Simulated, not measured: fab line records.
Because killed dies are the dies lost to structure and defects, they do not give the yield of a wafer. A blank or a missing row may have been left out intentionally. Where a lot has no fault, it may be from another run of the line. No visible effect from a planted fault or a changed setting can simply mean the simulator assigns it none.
Matching of chambers	flow nand-harc	NHARC_A_STAIRCASE_ALD_420 on ald-hk-02 has 4 sister chambers
The step deposits SiO2, target thk 20 nm, pulse time 6 s, ald cycles 200. 22 wafers are shown with their chamber, then 11 later ones without.

== WAFERS WITH THEIR CHAMBER ==
wafer	chamber	heater-power-w (W)	precursor-pulse-height-rel	susceptor-temp-C (C)
L074.1	2	484	1.008	300.25
L074.2	3	408	0.990	299.88
L074.6	0	519	0.972	300.13
L079.1	2	506	0.976	299.91
L079.3	1	440	0.988	300.16
L079.6	1	441	1.009	299.92
L081.2	0	541	1.010	299.99
L081.4	3	427	1.008	300.10
L081.5	0	541	1.011	300.12
L080.1	1	445	0.996	299.88
L080.5	0	523	0.992	300.03
L080.6	3	438	1.003	300.02
L084.1	1	449	1.057	300.10
L084.2	0	535	0.981	299.81
L084.6	1	455	1.033	300.07
L083.2	1	450	1.047	300.00
L083.3	3	428	1.001	299.89
L083.4	0	541	0.996	300.24
L085.1	3	437	0.985	300.18
L085.5	3	439	0.979	300.09
L085.6	0	549	1.021	299.91
L086.1	3	442	0.964	299.97

SIGNATURES, as means of the wafers listed above
reading	chamber 0	chamber 1	chamber 2	chamber 3	scatter within a chamber
heater-power-w	535.57	446.67	495.00	431.29	10.4
precursor-pulse-height-rel	0.99757	1.02167	0.99200	0.99000	0.0208
susceptor-temp-C	300.0329	300.0217	300.0800	300.0186	0.133
Rule: distance of a wafer from a chamber = root of the sum over the readings of ((wafer's reading minus chamber's mean) / reading's scatter) squared. If the next closest chamber is less than 2 further off than the closest, the wafer can't be placed; otherwise it belongs to the closest. The scatter: take each reading less its chamber's mean, square it, sum over the shown wafers, divide by the number of wafers less the number of chambers, and take the root.

== WAFERS MISSING THEIR CHAMBER ==
wafer	heater-power-w (W)	precursor-pulse-height-rel	susceptor-temp-C (C)
L086.2	446	0.996	300.11
L086.4	528	0.989	299.75
L087.2	512	1.018	300.44
L087.3	531	1.023	300.17
L087.4	446	1.007	300.04
L091.1	443	0.992	300.34
L091.3	503	1.019	299.85
L091.5	423	0.985	300.10
L096.1	496	1.017	300.01
L096.5	447	0.997	299.75
L096.6	490	0.999	300.22

== WHICH CHAMBER EACH WENT THROUGH ==
wafer	from the rows above	in truth
L086.2	can't be placed: 1 or 3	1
L086.4	can't be placed: 0 or 2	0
L087.2	can't be placed: 2 or 0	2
L087.3	0	0
L087.4	can't be placed: 1 or 3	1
L091.1	can't be placed: 3 or 1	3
L091.3	can't be placed: 2 or 0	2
L091.5	can't be placed: 3 or 1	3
L096.1	2	2
L096.5	can't be placed: 1 or 3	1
L096.6	2	2
Correctly placed: 3 of 11. Cannot be placed on the basis of these rows: 8; the candidates contain the true chamber in 8. Placed wrongly: 0.
